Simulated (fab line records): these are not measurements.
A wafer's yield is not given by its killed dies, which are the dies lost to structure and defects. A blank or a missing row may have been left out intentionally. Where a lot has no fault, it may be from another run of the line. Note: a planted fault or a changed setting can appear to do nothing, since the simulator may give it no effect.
Code-filled problem report in 8D (eight disciplines) form + flow n5_finfet + the parts of the form that need people (team, actions taken, sign-off) are left out

1. THE PROBLEM
Mean M3_THK at N5_BEOL_M3_THK_MEAS_53: 143.7 nm over 2 wafers in 2 lots; fault-free wafers: 39.3 nm, standard deviation 2. Relative to the usual mean, that is a shift of +52 standard deviations.
The step: measures by xrf.
Seen first at day 11 15:40 on film_metro-02, wafer L815.2. The record has a number at this step for 26 wafers belonging to 10 lots. By rule, "out" or "out of limits" means more than 4 standard deviations away from the usual mean. All remaining wafers that have a number are taken as sound.

2. WHAT IT IS, AND WHAT IT ISN'T
| question                    | is                | is not                                                                                 |
|-----------------------------|-------------------|----------------------------------------------------------------------------------------|
| which readings at this step | M3_THK            | -                                                                                      |
| which lots                  | L815, L818        | L800, L803, L806, L807, L808, L817, L820, L821                                         |
| which wafers of those lots  | L815.2, L818.2    | L815.4, L818.5                                                                         |
| read on which gauges        | film_metro-02     | film_metro-01                                                                          |
| when                        | from day 11 15:40 | up to then (14 sound wafers); but 10 sound wafers of L817, L818, L820, L821 came after |

3. SUSPECTS, AND WHAT RULES EACH OUT
Counting: any tool at a process step up to the reading remains a suspect provided it ran every lot that is out. Sound lots after the first of them don't rule it out here, since some wafers of a struck lot are sound.
- the gauge at N5_BEOL_M3_THK_MEAS_53 has been ruled out. All the wafers that are out were read on film_metro-02, but those of them that N5_BEOL_M3_CMP_52 has rows for are out there too, on other tools.
- pvd_sputter-01 at N5_BEOL_M3_SPUTTER_90 (material Cu, target thk 4.5 nm, time 8.29 s): kept. It processed each lot that is out (first: L815, day 11 14:13); up to then, its last sound lot is L807 (day 10 03:30).
- pvd_sputter-01 at N5_BEOL_M3_ANNEAL_91 (time 240 s): kept. It processed each lot that is out (first: L815, day 11 14:17); up to then, its last sound lot is L807 (day 10 03:35).
- pvd_sputter-01 at N5_BEOL_M3_ANNEAL_95 (time 240 s): kept. It processed each lot that is out (first: L815, day 11 14:44); up to then, its last sound lot is L807 (day 10 04:01).
- cmp-02 at N5_BEOL_M3_CMP_52 (polishes, stops on SiOC, t overpolish 6.8 s, target thk 40 nm): kept. It processed each lot that is out (first: L815, day 11 15:26); up to then, its last sound lot is L806 (day 9 09:21). On those wafers its own readings are out: barrier_field_endpoint_s, overpolish_run_s.
- At N5_BEOL_M3_CMP_52 on cmp-02, chamber 3 took the sound wafers of the same lots and chamber 2 took the wafers that are out.
Left after counting: pvd_sputter-01 at N5_BEOL_M3_SPUTTER_90, pvd_sputter-01 at N5_BEOL_M3_ANNEAL_91, pvd_sputter-01 at N5_BEOL_M3_ANNEAL_95, cmp-02 at N5_BEOL_M3_CMP_52.

4. THE CAUSE (what the simulator had put in)
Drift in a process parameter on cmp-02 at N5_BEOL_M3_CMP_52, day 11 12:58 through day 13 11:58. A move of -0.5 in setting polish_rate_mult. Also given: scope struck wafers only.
Counting leaves 4 suspects; this tool is one of them.

5. THE EFFECT CHAIN, in route order
Each row: a reading where the mean over the struck wafers with a number is more than 3 standard deviations away from the usual. Only readings whose record carries a usual standard deviation are examined. hours: median over the lots of the time between each lot's start at the first step of this table that gives one and its start at this step. sigmas: the change, counted in usual standard deviations.
| hours | step                    | reading                  | usual   | on struck wafers | change | sigmas      |
|-------|-------------------------|--------------------------|---------|------------------|--------|-------------|
| 0     | N5_BEOL_M3_CMP_52       | barrier_field_endpoint_s | 24.4 s  | 41.1             | +16.7  | +20         |
| 0     | N5_BEOL_M3_CMP_52       | overpolish_run_s         | 6.799 s | 0.038            | -6.761 | -99 or more |
| 0     | N5_BEOL_M3_CMP_52       | time_to_endpoint_s       | 63 s    | 82               | +19    | +4.0        |
| 0     | N5_BEOL_M3_THK_MEAS_53  | M3_THK                   | 39.3 nm | 143.7            | +104.4 | +52         |
| 1     | N5_BEOL_M3_INSPECT_59   | raw_defect_count         | 74      | 5101             | +5027  | +99 or more |
| 134   | N5_PASSIVATION_PROBE_49 | defect_limited_yield     | 91.1 %  | 0.0              | -91.1  | -65         |
| 134   | N5_PASSIVATION_PROBE_49 | killed_at_M0_to_M3       | 34      | 1108             | +1074  | +98         |
| 134   | N5_PASSIVATION_PROBE_49 | killed_dies              | 105     | 1180             | +1075  | +67         |
| 134   | N5_PASSIVATION_PROBE_49 | killed_on_rim            | 14      | 152              | +138   | +33         |
| 134   | N5_PASSIVATION_PROBE_49 | sort_n_pass              | 1074    | 0                | -1074  | -51         |
| 134   | N5_PASSIVATION_PROBE_49 | sort_yield_pct           | 91.0 %  | 0.0              | -91.0  | -51         |
The process steps in it:
- N5_BEOL_M3_CMP_52: polishes, stops on SiOC, t overpolish 6.8 s, target thk 40 nm.
- N5_PASSIVATION_PROBE_49

6. HOW IT WOULD HAVE BEEN CAUGHT EARLIER
Counted from the fault's start at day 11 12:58, it took 3 hours until the first out-of-limits reading at a measuring or inspecting step in this record, taken at day 11 15:40.
The tool's own readings at N5_BEOL_M3_CMP_52 were out on every struck wafer that the step has a row for (barrier_field_endpoint_s, overpolish_run_s): an alarm limit on them would have fired on the first of those.
L818, from the lots that are out (2), started N5_BEOL_M3_CMP_52 on cmp-02 later than day 11 15:40. A hold on the tool at that time would have spared it.
